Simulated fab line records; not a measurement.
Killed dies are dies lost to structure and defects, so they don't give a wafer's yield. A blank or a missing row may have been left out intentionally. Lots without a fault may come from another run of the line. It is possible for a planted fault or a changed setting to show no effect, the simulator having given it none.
Comparing a struck lot with a sound one :: flow n5_finfet :: 19 out of 1938 route steps
Sound: these wafers, L561.1, L561.2, L561.6. Struck: wafers L559.2, L559.3, L559.4. Last of all comes the cause.
At each step with rows: each side's tool, then ch and its chambers, then its first start. Under that, the readings that differ: sound wafers :: struck wafers :: difference of the means :: sigmas: that difference in standard deviations of wafers without a fault.
alike: a reading whose means differ by less than 2 such deviations, as well as words and numbers matching on both sides. not compared: withheld readings; readings where some wafer has no value; bounds like >300 that might hide an equal value; numbers whose values overlap and for which the record gives no deviation.
A row with sigmas, a row that says differs or no value, or rows on one side alone: a step with any of these is where the two part. Numbers that have no deviation but don't overlap get no sigmas and don't part them. Lack of a reading on every wafer of one side parts them only where that side has two or more wafers.

N5_BEOL_M14_CMP_49: polishes, stops on SiO2, t overpolish 5.2 s, target thk 560 nm.
  sound on cmp-01 ch 0,1, day 14 11:13; struck on cmp-02 ch 0,2,3, day 12 20:31
reading: barrier_field_endpoint_s (s)
sound: 11.63 11.38 11.47
struck: 11.32 11.07 10.53
difference: -0.52
sigmas: -2

reading: time_to_endpoint_s (s)
sound: 126 124 123
struck: 120 116 109
difference: -9
sigmas: -2
  alike: motor_current_A, overpolish_run_s
N5_BEOL_M14_THK_MEAS_50: measures by xrf.
  struck on film_metro-01, day 12 20:48; sound on film_metro-01, day 14 11:28
  alike: M14_THK
then, 1 step without rows for these wafers: N5_BEOL_M14_PRE_CLEAN_52 (time 15 s).
N5_BEOL_M14_DEP_53: deposits SiCN from 3MS/NH3, target thk 50 nm, time 17.8 s.
  sound on pecvd-03 ch 1,2, day 14 11:32; struck on pecvd-02 ch 0,2, day 12 20:52
  alike: rf_fwd_power_W, showerhead_plenum_p_Torr, throttle_valve_pct
N5_BEOL_M14_RS_MEAS_54: the measuring method here is four-point-probe.
  struck on film_metro-01, day 12 20:56; sound on film_metro-02, day 14 11:37
  alike: M14_RS
N5_BEOL_M14_INSPECT_55: inspects for defects (darkfield).
  struck on defect_inspect-02, day 12 20:58; sound on defect_inspect-01, day 14 11:38
  alike: raw_defect_count
N5_BEOL_M15_ILD_DEP_00: deposits SiO2 from TEOS/O2, target thk 1629.3 nm, time 346.1 s.
  sound on pecvd-04 ch 0,2, day 14 11:40; struck on pecvd-04 ch 0,2, day 12 20:59
  alike: heater_power_outer_w, heater_power_w, rf_fwd_power_W, showerhead_plenum_p_Torr, throttle_valve_pct
N5_BEOL_M15_THK_MEAS_01:
  struck on film_metro-01, day 12 21:14; sound on film_metro-01, day 14 11:55
  alike: M15_ILD_THK
then, 4 steps without rows for these wafers: N5_BEOL_M15_COAT_58 (time 60 s, resist thk 89 nm); N5_BEOL_M15_COAT_04 (resist thk 800 nm); N5_BEOL_M15_EBR_06; N5_BEOL_M15_SOFTBAKE_05 (time 60 s).
N5_BEOL_M15_EXPOSE_07: exposes mask V14.
  sound on krf_scanner-01 ch 0, day 14 12:11; struck on krf_scanner-02 ch 0, day 12 21:23
reading: model.BEOL_M15.overlay_x_nm (nm)
sound: -3.6 -3.6 -3.6
struck: 40.8 40.8 40.8
difference: +44.4
sigmas: 
  alike: mask
then, 3 steps without rows for these wafers: N5_BEOL_M15_PEB_08 (peb time 90 s); N5_BEOL_M15_DEVELOP_09 (develop time 45 s); N5_BEOL_M15_HARDBAKE_14 (time 120 s).
N5_BEOL_M15_CD_MEAS_10 targets a cd of 360 nm.
  sound on cd_sem-03 ch 0, day 14 12:21; struck on cd_sem-02 ch 0, day 12 21:33
  alike: cd_nm
N5_BEOL_M15_OVL_MEAS_11:
  sound on overlay-01 ch 0, day 14 12:23; struck on overlay-02 ch 0, day 12 21:35
reading: V14_OVL (nm)
sound: -3 -1 -4
struck: 41 39 35
difference: +41
sigmas: +9
N5_BEOL_M15_INSPECT_12: inspects for defects (macro).
  struck on defect_inspect-02, day 12 21:36; sound on defect_inspect-01, day 14 12:24
  alike: raw_defect_count

WHERE THEY PART
Earliest at N5_BEOL_M14_CMP_49; latest, in this record, at N5_BEOL_M15_OVL_MEAS_11. Later steps at which nothing parts them and some readings are alike: N5_BEOL_M15_INSPECT_12.

WHY: what the simulator had put in
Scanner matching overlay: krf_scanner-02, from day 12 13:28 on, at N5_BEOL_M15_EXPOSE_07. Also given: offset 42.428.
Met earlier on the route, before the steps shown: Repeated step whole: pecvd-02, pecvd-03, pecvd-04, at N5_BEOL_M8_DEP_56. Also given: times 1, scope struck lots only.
